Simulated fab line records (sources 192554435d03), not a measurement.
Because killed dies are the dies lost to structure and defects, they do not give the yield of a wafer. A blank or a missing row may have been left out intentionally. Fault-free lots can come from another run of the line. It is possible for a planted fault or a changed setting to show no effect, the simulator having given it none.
A struck lot beside a sound one -- flow n5_finfet -- 14 steps out of a route of 1938
Sound: these wafers, L190.2, L190.3, L190.5. Struck: wafer L200.6; the same lot's L200.4 was not struck, so it is left out; see the end for the cause.
For every step that has rows: the tool of each side, followed by ch and its chambers, followed by its first start. Under that, the readings that differ: sound wafers -- struck wafers -- difference of the means -- sigmas: that difference in standard deviations of wafers without a fault.
alike: same words and numbers on both sides, and readings whose means sit less than 2 such deviations apart. not compared: any withheld reading, any reading some wafer has no value for, any bound like >300 that may hide the same value, and any number with overlapping values for which the record gives no deviation.
Wherever a step has rows on one side only, a row that says differs or no value, or a row with sigmas, the two part there. When numbers do not overlap yet have no deviation, they are printed without sigmas and do not part them. Lack of a reading on every wafer of one side parts them only where that side has two or more wafers.

first, 3 steps without rows for these wafers: N5_BEOL_M15_SPUTTER_45 (material Cu, target thk 100 nm, time 16.67 s); N5_BEOL_M15_ECD_47 (material Cu, target thk 1860 nm); N5_BEOL_M15_ANNEAL_48 (time 90 s).
N5_BEOL_M15_CMP_49: polishes, stops on SiO2, t overpolish 4.9 s, target thk 850 nm.
  sound on cmp-04 ch 0,2,3, day 12 10:00; struck on cmp-04 ch 3, day 15 18:01
  alike: barrier_field_endpoint_s, clearing_platen_rpm, motor_current_A, overpolish_run_s
N5_BEOL_M15_THK_MEAS_50: measures by xrf.
  sound on film_metro-02 at day 12 10:16; struck on film_metro-02 at day 15 18:15
reading,sound,struck,difference,sigmas
M15_THK (nm),854 856 858,827,-29,-2
then, 1 step without rows for these wafers: N5_BEOL_M15_PRE_CLEAN_52 (time 15 s).
N5_BEOL_M15_DEP_53: deposits SiCN from 3MS/NH3, target thk 50 nm, time 17.8 s.
  sound on pecvd-03 ch 0,1, day 12 10:20; struck on pecvd-04 ch 2, day 15 18:19
reading,sound,struck,difference,sigmas
throttle_valve_pct (%),17.8 19.0 19.0,16.8,-1.8,-2
  alike: showerhead_plenum_p_Torr
N5_BEOL_M15_RS_MEAS_54: measurement is done with a four-point probe.
  sound on film_metro-01 at day 12 10:25; struck on film_metro-01 at day 15 18:22
  alike: M15_RS
N5_BEOL_M15_INSPECT_55: inspects for defects (darkfield).
  sound on defect_inspect-02 at day 12 10:26; struck on defect_inspect-01 at day 15 18:24
  alike: raw_defect_count
N5_BEOL_M15_RC_MEAS_101:
  sound on prober-01 ch 0, day 12 10:37; struck on prober-02 ch 0, day 15 18:53
reading,sound,struck,difference,sigmas
COMB_M5 (S/m),3.5e-11 2.6e-11 3.4e-11,4.6e-11,+1.4e-11,+2
SERP_M10 (ohm/um),2.94 3.02 3.03,3.15,+0.15,+2
  alike: COMB_M10, COMB_M11, COMB_M12, COMB_M12_max_site, COMB_M13, COMB_M14, COMB_M15, COMB_M6, COMB_M7, COMB_M8, COMB_M9, SERP_M11, SERP_M12, SERP_M13, SERP_M14, SERP_M5, SERP_M6, SERP_M7, SERP_M8, SERP_M9
N5_PASSIVATION_PECVD_00: deposits SiO2 from SiH4/N2O, target thk 200 nm, time 11.2 s.
  sound on pecvd-04 ch 0,1,2, day 12 11:26; struck on pecvd-04 ch 0, day 15 19:25
  alike: heater_power_outer_w, heater_power_w, showerhead_plenum_p_Torr, throttle_valve_pct
N5_MIM_BOT_DEGAS_01: time 60 s.
  sound on pvd_sputter-01 at day 12 11:38; struck on pvd_sputter-01 at day 15 21:13
  alike: heater_power_w
N5_MIM_BOT_SPUTTER_00: material TiN, target thk 35 nm, time 89.7 s.
  sound on pvd_sputter-01 at day 12 11:40; struck on pvd_sputter-01 at day 15 21:15
reading,sound,struck,difference,sigmas
model.TiN_of_MIM_BOT_SPUTTER_00.thk_nm (nm),35.4 35.2 35,17.6,-17.6,
  alike: substrate_temp_c, throttle_valve_pct
N5_MIM_TOP_ALD_00: deposits Al2O3, purge time 3 s, co reactant pulse time 3 s.
  sound on ald_hk-03 ch 0,2,3, day 12 11:46; struck on ald_hk-01 ch 0, day 15 21:22
  alike: precursor_pulse_height_rel

## WHERE THEY PART
Last at N5_BEOL_M15_RC_MEAS_101 as far as this record goes, first at N5_BEOL_M15_THK_MEAS_50. Later steps at which nothing parts them and some readings are alike: N5_PASSIVATION_PECVD_00, N5_MIM_BOT_DEGAS_01, N5_MIM_BOT_SPUTTER_00, N5_MIM_TOP_ALD_00.

WHY: what the simulator had put in
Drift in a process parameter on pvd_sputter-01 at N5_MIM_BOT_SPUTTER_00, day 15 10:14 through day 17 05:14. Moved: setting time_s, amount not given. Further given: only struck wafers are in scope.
